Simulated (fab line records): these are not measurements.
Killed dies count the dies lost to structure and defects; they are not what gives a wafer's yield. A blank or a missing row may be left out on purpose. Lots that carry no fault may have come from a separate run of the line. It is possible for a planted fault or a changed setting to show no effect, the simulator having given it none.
Chamber matching    flow n5_finfet    4 sister chambers for N5_FIN_SAQP_MANDREL2_REMOVE_60 on rie_si-04
The step chemistry HBr/Cl2/O2, target a-Si, stops on SiNx, bt time 10 s. 4 wafers are shown with their chamber, then 8 later ones without.

WAFERS, EACH WITH ITS CHAMBER
wafer   chamber  drypump_motor_current_A (A)
L082.4  0        4.8
L082.5  2        5.8
L084.4  3        6.0
L092.4  1        5.4

WAFERS WITHOUT THEIR CHAMBER
wafer   drypump_motor_current_A (A)
L092.5  5.5
L092.6  4.8
L096.3  4.8
L096.5  5.4
L096.6  5.8
L097.1  5.4
L097.5  5.8
L097.6  5.4

THE CHAMBER EACH PASSED THROUGH
wafer   from the rows above  in truth
L092.5  1                    1
L092.6  0                    0
L096.3  0                    0
L096.5  1                    1
L096.6  2                    2
L097.1  1                    1
L097.5  2                    2
L097.6  1                    1
Correct placement for 8 of the 8. Number that these rows cannot place: 0. 0 placed wrongly.
How it was worked out, from the rows above alone: a wafer's distance from a chamber is the root of the sum, over the readings, of the square of ((its reading less the chamber's mean) divided by the reading's scatter). If the next closest chamber is less than 2 further off than the closest, the wafer can't be placed; otherwise it belongs to the closest. The mean given for a chamber averages the wafers shown for that chamber. The scatter: with one shown wafer a chamber, the root of the mean of the squares of how far each hidden wafer lies from its nearest shown one.
